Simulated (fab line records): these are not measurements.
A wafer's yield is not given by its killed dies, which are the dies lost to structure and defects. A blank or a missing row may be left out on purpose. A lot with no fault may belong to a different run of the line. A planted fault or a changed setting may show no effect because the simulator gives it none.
Split-lot trial ; flow n5 finfet ; 7 lots, 39 wafers read, on a route of 1938 steps

== ON THE SPLIT ==
At N5_HKMG_FIN_ETCH_32 (etches SOC in N2/H2, target depth 240 nm, time 300 s), the setting bias w was moved away from the recipe's 150 W on 15 of the 39 wafers read, by -18.7% to +12.5%. The other wafers ran this setting at the recipe's value.

The reading is taken at the split's own step.

== THE READING ==
rf vpp V, in V, at N5_HKMG_FIN_ETCH_32 (etches SOC in N2/H2, target depth 240 nm, time 300 s). Fault-free wafers of this fab line usually give 525.1 V, standard deviation 2.8 V.

wafer;tool, chamber at the split;bias w as run, W;against the recipe;rf vpp V, V;against lot-mates on the recipe
L075.1;rie diel-01, 3;150;recipe;526.2;-
L075.2;rie diel-01, 2;130.2;-13.2%;483.3;-41.4
L075.3;rie diel-01, 1;150;recipe;521.2;-
L075.4;rie diel-01, 0;150;recipe;526.8;-
L075.5;rie diel-01, 0;130.2;-13.2%;483.9;-40.8
L075.6;rie diel-01, 1;130.2;-13.2%;475.1;-49.6
L078.1;rie diel-03, 2;150;recipe;524.2;-
L078.2;rie diel-03, 0;168.8;+12.5%;566.8;+42.1
L078.3;rie diel-03, 1;150;recipe;526.1;-
L078.4;rie diel-03, 3;168.8;+12.5%;562.7;+38.0
L078.5;rie diel-03, 2;150;recipe;523.8;-
L078.6;rie diel-03, 1;168.8;+12.5%;568.3;+43.6
L079.1;rie diel-06, 0;133.8;-10.8%;489.2;-34.4
L079.2;rie diel-06, 2;150;recipe;522.2;-
L079.3;rie diel-06, 3;133.8;-10.8%;483.8;-39.8
L079.4;rie diel-06, 1;133.8;-10.8%;489.8;-33.8
L079.5;rie diel-06, 2;150;recipe;523.2;-
L079.6;rie diel-06, 1;150;recipe;525.5;-
L086.2;rie diel-06, 2;150;recipe;522.6;-
L086.4;rie diel-06, 0;150;recipe;526.1;-
L086.5;rie diel-06, 2;150;recipe;522.5;-
L089.1;rie diel-03, 2;150;recipe;524.5;-
L089.2;rie diel-03, 0;165.4;+10.3%;559.6;+33.7
L089.3;rie diel-03, 3;165.4;+10.3%;554.6;+28.7
L089.4;rie diel-03, 1;150;recipe;527.1;-
L089.5;rie diel-03, 1;150;recipe;526.1;-
L089.6;rie diel-03, 0;165.4;+10.3%;559.1;+33.2
L095.1;rie diel-01, 1;150;recipe;519.5;-
L095.2;rie diel-01, 0;121.9;-18.7%;462.1;-62.4
L095.3;rie diel-01, 2;121.9;-18.7%;462.5;-62.0
L095.4;rie diel-01, 0;150;recipe;526.1;-
L095.5;rie diel-01, 1;121.9;-18.7%;456.6;-67.9
L095.6;rie diel-01, 2;150;recipe;527.9;-
L097.1;rie diel-06, 1;150;recipe;527.7;-
L097.2;rie diel-06, 3;150;recipe;528.8;-
L097.3;rie diel-06, 2;150;recipe;523.4;-
L097.4;rie diel-06, 0;150;recipe;526.5;-
L097.5;rie diel-06, 3;150;recipe;528.2;-
L097.6;rie diel-06, 0;150;recipe;525.8;-

FIT RESULTS
A straight line over all 39 wafers: rf vpp V changes by +3.36 V for each +1% of bias w; r = +1.00; the points scatter about the line by 2.7 V.
The same after taking each lot's own level away (the mean of its wafers on the recipe; 39 wafers): +3.33 V for each +1%; r = +1.00; scatter 2.6 V.
The reading moves by 62 V for the largest change in bias w, on that fit.
The lots' own levels span 523.63 to 526.73 V, that is 1.1 times the standard deviation above.
So the lot-to-lot level changes the slope little: the two slopes agree.
Check: for one of the wafers moved furthest among these (-18.7%), held out of the fit, the line's prediction against its lot-mates is -62.7 V. It came out at -62.4 V against them.
Tool readings at the split's step, against how far the setting was moved: rf vpp V r = +1.00.

== OTHER SPLITS APPLIED TO THESE WAFERS ==
Note: prior to the reading, these wafers also went through further splits. Each is held against what the fit with the lots' levels taken away leaves over:
other split on the same wafers;wafers away from the commonest value;r with rf vpp V (lot level and that fit taken away)
N5_FIN_SAQP_SPACER2_ALD_28 target thk a;15;+0.02
N5_DUMMY_GATE_ETCH_37 source w;12;-0.08
N5_SD_EPI_P_EPI_21 temp c;15;+0.16

== THE WHOLE CHAIN: every reading that the file lists as answering this split, in the file's order ==
step;what it does;reading;change (the file's fit);r (the file's)
N5_HKMG_FIN_ETCH_32;etches SOC in N2/H2, target depth 240 nm, time 300 s;rf vpp V;+3.33 V for each +1% of the setting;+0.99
N5_HKMG_FIN_ETCH_32;etches SOC in N2/H2, target depth 240 nm, time 300 s;SiARC_of_HKMG_FIN_COAT_30.thk nm (the simulator's own value, which no gauge read);-0.174 nm for each +1% of the setting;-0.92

== THE FILE'S OWN FIT ==
rf vpp V changes by +3.33 V for each +1% of bias w, r = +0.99.
